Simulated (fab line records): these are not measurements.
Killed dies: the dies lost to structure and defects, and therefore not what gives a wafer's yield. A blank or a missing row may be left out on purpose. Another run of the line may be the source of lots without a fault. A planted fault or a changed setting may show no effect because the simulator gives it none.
8D (eight disciplines) problem report, filled in by code + flow n5 finfet + the parts of the form that need people (team, actions taken, sign-off) are left out

1. WHAT IS WRONG
bias w at N5_BEOL_M2_ETCH_64 reads a mean of 192.2 W on 1 wafer of 1 lot; wafers without a fault read 150.0 W with a standard deviation of 0.44. That puts it +96 standard deviations away from the usual mean.
The step: etches SOC in N2/H2, target depth 75 nm, overetch 22.5 nm, time 121.9 s.
The first sign was on wafer L141.5 at day 12 20:12, on rie diel-01. The record has a number at this step for 30 wafers belonging to 10 lots. Rule for "out", or "out of limits": more than 4 standard deviations from the usual mean. All remaining wafers that have a number are taken as sound.

2. WHAT IT IS, WHAT IT ISN'T
| question                    | is                | is not                                                                                |
|-----------------------------|-------------------|---------------------------------------------------------------------------------------|
| which readings at this step | bias w, rf vpp V  | drypump motor current A, oes product au, showerhead plenum p Torr, throttle valve pct |
| which lots                  | L141              | L121, L123, L127, L128, L129, L130, L131, L132, L142                                  |
| which wafers of those lots  | L141.5            | L141.4, L141.6                                                                        |
| read on which tools         | rie diel-01       | rie diel-04                                                                           |
| when                        | from day 12 20:12 | up to then (26 sound wafers); but 3 sound wafers of L142 came after                   |

3. SUSPECTS, AND WHAT RULES EACH OUT
Counting: a tool at a process step up to the reading stays a suspect if it ran every lot that is out. Sound lots after the first of them don't rule it out here, since some wafers of a struck lot are sound.
- pecvd-02 at N5_BEOL_M2_PECVD_72 (deposits SiO2 from TEOS/O2, target thk 16 nm, time 18 s): kept. It ran the lot that is out, L141 (day 12 18:45); its last sound lot up to then is L131 (day 9 04:28).
- rie diel-01 at N5_BEOL_M2_ETCH_64 (etches SOC in N2/H2, target depth 75 nm, overetch 22.5 nm, time 121.9 s): kept. It ran the lot that is out, L141 (day 12 20:12); its last sound lot up to then is L132 (day 9 15:39). Its own bias w, rf vpp V readings are out on those wafers.
- rie diel-01, N5_BEOL_M2_ETCH_64: wafers that are out in chamber 3, sound lot-mates in chambers 0, 2.
After counting, pecvd-02 at N5_BEOL_M2_PECVD_72 and rie diel-01 at N5_BEOL_M2_ETCH_64 remain.

4. THE CAUSE (what the simulator had put in)
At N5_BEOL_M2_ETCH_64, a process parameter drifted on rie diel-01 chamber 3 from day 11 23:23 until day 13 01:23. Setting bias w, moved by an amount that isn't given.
Counting leaves 2 suspects; this tool is one of them.

5. SEQUENCE OF EFFECTS, ordered by route
One row per reading whose mean, taken over the struck wafers that have a number, lies over 3 standard deviations from the usual. Scope: only readings with a usual standard deviation given in the record; hours: median across lots of the time from each lot's start at the first step in this table that gives one to its start at this step; sigmas: change in usual standard deviations.
| hours | step               | reading  | usual   | on struck wafers | change | sigmas |
|-------|--------------------|----------|---------|------------------|--------|--------|
| 0     | N5_BEOL_M2_ETCH_64 | bias w   | 150.0 W | 192.2            | +42.2  | +96    |
| 0     | N5_BEOL_M2_ETCH_64 | rf vpp V | 524.0 V | 611.7            | +87.7  | +55    |
It contains these process steps:
- N5_BEOL_M2_ETCH_64: etches SOC in N2/H2, target depth 75 nm, overetch 22.5 nm, time 121.9 s.
Later measuring or inspecting steps at which every struck wafer that the step has a row for has a number for every such reading, and none has moved that far: N5_BEOL_M4_RC_MEAS_101.

6. WHAT WOULD HAVE CAUGHT IT SOONER
First out-of-limits reading in this record: day 12 20:12, which is 21 hours after fault onset at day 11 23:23.
